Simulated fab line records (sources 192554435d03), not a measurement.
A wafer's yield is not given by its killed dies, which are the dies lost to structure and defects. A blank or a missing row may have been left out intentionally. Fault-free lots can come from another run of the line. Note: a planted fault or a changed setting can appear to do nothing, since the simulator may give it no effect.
Matching of chambers / flow n5 finfet / N5_BEOL_M9_ALD_74 on ald metal-01 has 4 sister chambers
The step deposits TaN, target thk 2 nm, pulse time 2 s, purge time 3 s. 4 wafers are shown with their chamber, then 7 later ones without.

== WAFERS, EACH WITH ITS CHAMBER ==
wafer=L079.2; chamber=1; heater power w (W)=347
wafer=L083.2; chamber=3; heater power w (W)=444
wafer=L085.1; chamber=0; heater power w (W)=401
wafer=L085.3; chamber=2; heater power w (W)=407

== WAFERS WHOSE CHAMBER IS MISSING ==
wafer=L085.5; heater power w (W)=429
wafer=L091.2; heater power w (W)=432
wafer=L091.3; heater power w (W)=397
wafer=L091.5; heater power w (W)=342
wafer=L092.2; heater power w (W)=442
wafer=L092.4; heater power w (W)=411
wafer=L092.5; heater power w (W)=342

== THE CHAMBER EACH PASSED THROUGH ==
wafer=L085.5; from the rows above=can't be placed: 3 or 2 or 0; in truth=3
wafer=L091.2; from the rows above=can't be placed: 3 or 2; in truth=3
wafer=L091.3; from the rows above=can't be placed: 0 or 2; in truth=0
wafer=L091.5; from the rows above=1; in truth=1
wafer=L092.2; from the rows above=3; in truth=3
wafer=L092.4; from the rows above=can't be placed: 2 or 0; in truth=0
wafer=L092.5; from the rows above=1; in truth=1
Correctly placed: 3 of 7. From these rows, 4 cannot be placed; in 4 the true chamber is one of the candidates. Placed wrongly: 0.
How it was worked out, from the rows above alone: a wafer's distance from a chamber is the root of the sum, over the readings, of the square of ((its reading less the chamber's mean) divided by the reading's scatter). If the next closest chamber is less than 2 further off than the closest, the wafer can't be placed; otherwise it belongs to the closest. For every chamber, the mean is computed from those of its wafers that are shown. The scatter: with one shown wafer a chamber, the root of the mean of the squares of how far each hidden wafer lies from its nearest shown one.
